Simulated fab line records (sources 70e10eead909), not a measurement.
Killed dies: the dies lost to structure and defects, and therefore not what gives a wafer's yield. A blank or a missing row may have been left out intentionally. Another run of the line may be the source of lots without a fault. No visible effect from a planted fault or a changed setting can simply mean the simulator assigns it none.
Chamber matching + flow nand_harc + NHARC_A_STAIRCASE_DESCUM_219 on rie_diel-12 has 4 sister chambers
The step chemistry O2, time 3 s. 8 wafers are shown with their chamber, then 7 later ones without.

## EACH WAFER AND ITS CHAMBER
| wafer  | chamber | showerhead_plenum_p_Torr (Torr) | oes_product_au (a.u.) |
|--------|---------|---------------------------------|-----------------------|
| L074.5 | 0       | 2.07                            | 0.979                 |
| L075.5 | 0       | 2.07                            | 0.997                 |
| L075.6 | 3       | 2.00                            | 1.005                 |
| L077.2 | 3       | 2.00                            | 1.002                 |
| L077.3 | 2       | 1.94                            | 0.995                 |
| L077.4 | 1       | 2.05                            | 1.015                 |
| L082.2 | 2       | 1.93                            | 0.995                 |
| L082.3 | 1       | 2.05                            | 0.994                 |

## WAFERS MISSING THEIR CHAMBER
| wafer  | showerhead_plenum_p_Torr (Torr) | oes_product_au (a.u.) |
|--------|---------------------------------|-----------------------|
| L082.5 | 2.05                            | 1.000                 |
| L083.2 | 1.99                            | 0.989                 |
| L083.3 | 2.07                            | 0.989                 |
| L083.4 | 1.93                            | 1.001                 |
| L088.4 | 2.04                            | 0.995                 |
| L088.5 | 2.06                            | 0.994                 |
| L088.6 | 2.05                            | 0.989                 |

## CHAMBER TAKEN BY EACH
| wafer  | from the rows above     | in truth |
|--------|-------------------------|----------|
| L082.5 | 1                       | 1        |
| L083.2 | 3                       | 3        |
| L083.3 | 0                       | 0        |
| L083.4 | 2                       | 2        |
| L088.4 | 1                       | 1        |
| L088.5 | can't be placed: 0 or 1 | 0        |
| L088.6 | 1                       | 1        |
6 of 7 placed correctly. Unplaceable from these rows: 1, with the true chamber sitting among the candidates in 1. Wrongly placed: 0.
How it was worked out, from the rows above alone: a wafer's distance from a chamber is the root of the sum, over the readings, of the square of ((its reading less the chamber's mean) divided by the reading's scatter). The wafer belongs to the nearest chamber; if the next one is less than 2 further off, it can't be placed. The mean given for a chamber averages the wafers shown for that chamber. The scatter: the root of (the sum of the squares of (reading less its chamber's mean) over the shown wafers, divided by (wafers less chambers)).
